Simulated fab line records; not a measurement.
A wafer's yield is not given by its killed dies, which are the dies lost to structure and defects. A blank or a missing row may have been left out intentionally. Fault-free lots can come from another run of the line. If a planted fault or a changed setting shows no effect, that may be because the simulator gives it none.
Comparing a struck lot with a sound one -- flow nand-harc -- 15 out of 1159 route steps
Sound: wafers L284.1, L284.3, L284.5. Struck: wafer L286.3 (left out: L286.2, L286.5 of the same lot, which were not struck); the cause appears at the end.
Each step with rows lists, per side, the tool, then ch with its chambers, then its first start. Under that, the readings that differ: sound wafers -- struck wafers -- difference of the means -- sigmas: that difference in standard deviations of wafers without a fault.
alike: words and numbers the same on both sides, and readings whose means are apart by under 2 such deviations; not compared: readings that were withheld, readings missing a value for some wafer, numbers with overlapping values and no deviation given by the record, and bounds like >300 which may hide the same value.
The two part at a step that has a row with sigmas, a row that says differs or no value, or rows on one side only. Numbers that have no deviation but don't overlap get no sigmas and don't part them. A reading missing from all wafers of one side parts the sides only when that side holds two or more wafers.

first, 7 steps without rows for these wafers: NHARC_P_BONDPAD_COAT_36 (time 65 s); NHARC_P_BONDPAD_COAT_03 (resist thk 600 nm); NHARC_P_BONDPAD_SOFTBAKE_04 (time 70 s); NHARC_P_BONDPAD_EBR_05; NHARC_P_BONDPAD_EXPOSE_06 (exposes mask P BPAD); NHARC_P_BONDPAD_PEB_07 (peb time 80 s); NHARC_P_BONDPAD_DEVELOP_08 (time 50 s).
NHARC_P_BONDPAD_CD_MEAS_09: the cd target is 500 nm.
  sound on cd-sem-02 ch 0, day 7 10:12; struck on cd-sem-02 ch 0, day 7 16:37
  alike: cd-nm
NHARC_P_BONDPAD_OVL_MEAS_38:
  struck on overlay-02, day 7 16:41; sound on overlay-01, day 7 10:17
  alike: overlay-x-nm, overlay-y-nm
then, 1 step without rows for these wafers: NHARC_P_BONDPAD_HARDBAKE_10 (time 65 s).
NHARC_P_BONDPAD_DESCUM_11: chemistry O2, time 3 s.
  sound on rie-diel-08 ch 0,2, day 7 10:26; struck on rie-diel-08 ch 1, day 7 16:49
  alike: drypump-motor-current-A, oes-product-au, rf-vpp-V, showerhead-plenum-p-Torr, throttle-valve-pct
  not compared: rf-hours-counter-h
NHARC_P_BONDPAD_ETCH_37: etches the open film in N2/H2, target depth 60 nm, overetch 18 nm, time 65.91 s.
  sound on rie-diel-08 ch 0,1,3, day 7 10:31; struck on rie-diel-08 ch 0, day 7 16:54
  alike: bias-w, drypump-motor-current-A, h2-flow-sccm, oes-product-au, rf-fwd-power-W, rf-vpp-V, showerhead-plenum-p-Torr, throttle-valve-pct
  not compared: rf-hours-counter-h
NHARC_P_BONDPAD_ETCH_12: etches the open film in CHF3/O2, target depth 200 nm, time 100 s.
  sound on rie-diel-08 ch 1,2,3, day 7 10:37; struck on rie-diel-08 ch 0, day 7 16:59
reading,sound,struck,difference,sigmas
drypump-motor-current-A (A),5.4 5.4 5.6,6.4,+0.9,+2
oes-product-au (a.u.),0.934 0.931 0.925,1.186,+0.256,+11
rf-fwd-power-W (W),495.8 496.6 496.8,695.4,+199.0,+99 or more
  alike: bias-w, rf-vpp-V, showerhead-plenum-p-Torr, throttle-valve-pct
  not compared: rf-hours-counter-h
NHARC_P_BONDPAD_CD_MEAS_13:
  struck on cd-sem-03, day 7 17:08; sound on cd-sem-03, day 7 10:44
reading,sound,struck,difference,sigmas
cd-nm (nm),498.7 498.2 494.1,503.0,+6.0,+3
-- jump in the record: it breaks off in module P_BONDPAD and resumes in module END (first step shown: number 1159 of the route), and 14 days separate the struck wafers' starts before and after --
NHARC_END_SORT_01:
  sound on prober-02 ch 0, day 21 11:49; struck on prober-01 ch 0, day 21 09:36
reading,sound,struck,difference,sigmas
killed-at-periphery,1 4 3,10,+7,+4
sort_bin_2_pct (%),0.4 1.0 0.3,1.8,+1.2,+2
sort_bin_3_pct (%),0 0 0,0.44,+0.44,+2
  alike: defect-limited-yield, killed-at-array, killed-at-other, killed-dies, killed-open, killed-short, sort_bin_4_pct, sort-n-pass, sort-rim-yield-pct, sort-yield-pct

== WHERE THEY PART ==
First at NHARC_P_BONDPAD_ETCH_12; last, within this record, at NHARC_END_SORT_01.

WHY: whatever the simulator had introduced
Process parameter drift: rie-diel-08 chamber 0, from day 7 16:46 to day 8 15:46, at NHARC_P_BONDPAD_ETCH_12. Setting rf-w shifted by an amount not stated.
